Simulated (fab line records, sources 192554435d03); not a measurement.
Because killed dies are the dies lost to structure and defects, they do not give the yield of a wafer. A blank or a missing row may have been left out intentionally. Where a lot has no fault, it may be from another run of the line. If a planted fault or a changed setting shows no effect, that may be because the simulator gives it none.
Matching of chambers ; flow n5_finfet ; N5_MOL_CONTACT_COAG_ALD_20 on ald_metal-02: 4 sister chambers
The step deposits TiN, target thk 1.5 nm, pulse time 1 s, purge time 3 s. 4 wafers are shown with their chamber, then 12 later ones without.

EACH WAFER AND ITS CHAMBER
wafer;chamber;heater_power_w (W)
L087.4;1;966
L089.4;2;956
L089.5;3;883
L089.6;0;894

WAFERS WHOSE CHAMBER IS MISSING
wafer;heater_power_w (W)
L093.2;894
L093.4;938
L093.6;925
L095.1;958
L095.5;944
L095.6;934
L096.1;885
L096.2;949
L096.6;909
L097.1;962
L097.3;955
L097.5;930

EACH ONE'S CHAMBER
wafer;from the rows above;in truth
L093.2;can't be placed: 0 or 3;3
L093.4;can't be placed: 2 or 1 or 0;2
L093.6;can't be placed: 0 or 2 or 1 or 3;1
L095.1;can't be placed: 2 or 1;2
L095.5;can't be placed: 2 or 1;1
L095.6;can't be placed: 2 or 1 or 0 or 3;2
L096.1;can't be placed: 3 or 0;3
L096.2;can't be placed: 2 or 1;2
L096.6;can't be placed: 0 or 3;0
L097.1;can't be placed: 1 or 2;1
L097.3;can't be placed: 2 or 1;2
L097.5;can't be placed: 2 or 0 or 1 or 3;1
Placed correctly: 0 of 12. Not placeable from these rows: 12 (in 12, the candidates include the true chamber). Number placed wrongly: 0.
How it was worked out, from the rows above alone: a wafer's distance from a chamber is the root of the sum, over the readings, of the square of ((its reading less the chamber's mean) divided by the reading's scatter). The wafer belongs to the nearest chamber; if the next one is less than 2 further off, it can't be placed. The mean given for a chamber averages the wafers shown for that chamber. The scatter: root of mean squared gap, hidden wafer to nearest shown wafer, with one shown wafer a chamber.
